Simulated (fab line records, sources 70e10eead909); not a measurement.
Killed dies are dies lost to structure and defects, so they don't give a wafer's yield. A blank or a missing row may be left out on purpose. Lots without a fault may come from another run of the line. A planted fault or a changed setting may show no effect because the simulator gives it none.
Problem report in the 8D (eight disciplines) form, filled by code | flow nand_harc | the parts of the form that need people (team, actions taken, sign-off) are left out

1. THE PROBLEM
cd_nm at NHARC_A_BLC_CD_MEAS_10 reads a mean of 104.5 nm on 6 wafers of 2 lots; wafers without a fault read 100.2 nm with a standard deviation of 0.56. That is +7.6 standard deviations from the usual mean.
The step: target cd 100 nm.
First seen on wafer L416.4, day 28 19:01, on cd_sem-01. The record holds 36 wafers of 12 lots with a number at this step. Rule for "out", or "out of limits": more than 4 standard deviations from the usual mean. The other wafers with a number count as sound.

2. WHAT IT IS AND WHAT IT IS NOT
question                    | is                     | is not
which readings at this step | cd_nm                  | -
which lots                  | L416, L418             | L402, L405, L406, L407, L408, L409, L422, L423, L424, L425
which wafers of those lots  | all that have a number | -
read on which gauges        | cd_sem-01, cd_sem-02   | cd_sem-03
when                        | from day 28 19:01      | up to then (18 sound wafers); but 12 sound wafers of L422, L423, L424, L425 came after

3. SUSPECTS, AND WHAT RULES EACH OUT
Counting: a tool at a process step up to the reading stays a suspect if it ran every lot that is out and no sound lot after the first of them.
- the gauge at NHARC_A_BLC_CD_MEAS_10: ruled out. The wafers that are out were read on 2 gauges (cd_sem-01, cd_sem-02).
- litho_track-01 at NHARC_A_BLC_PEB_08 (peb time 65 s): ruled out as a lasting fault. Sound lots L423 ran on it after its first lot that is out, L416 (day 28 18:56).
Left after counting: nothing in the record.

4. THE CAUSE (what the simulator had put in)
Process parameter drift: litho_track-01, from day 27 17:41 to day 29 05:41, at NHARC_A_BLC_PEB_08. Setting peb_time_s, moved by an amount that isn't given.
Counting ruled it out, wrongly: the rule takes a fault to strike every lot that its tool runs from its start on, and this one did not.

5. THE CHAIN OF EFFECTS, in route order
Each row: a reading whose mean over the struck wafers that have a number lies more than 3 standard deviations from the usual. Only readings for which the record gives a usual standard deviation are gone through. hours: the time from each lot's start at the first step in this table that gives one to its start at this step, as a median over the lots. sigmas: the change in usual standard deviations.
hours | step                   | reading | usual    | on struck wafers | change | sigmas
0     | NHARC_A_BLC_CD_MEAS_10 | cd_nm   | 100.2 nm | 104.5            | +4.2   | +7.6
Later measuring or inspecting steps at which every struck wafer that the step has a row for has a number for every such reading, and none has moved that far: NHARC_END_SORT_01.

6. WHAT WOULD HAVE CAUGHT IT SOONER
In this record the first reading out of limits at a measuring or inspecting step was taken at day 28 19:01, 25 hours after the fault began at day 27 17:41.
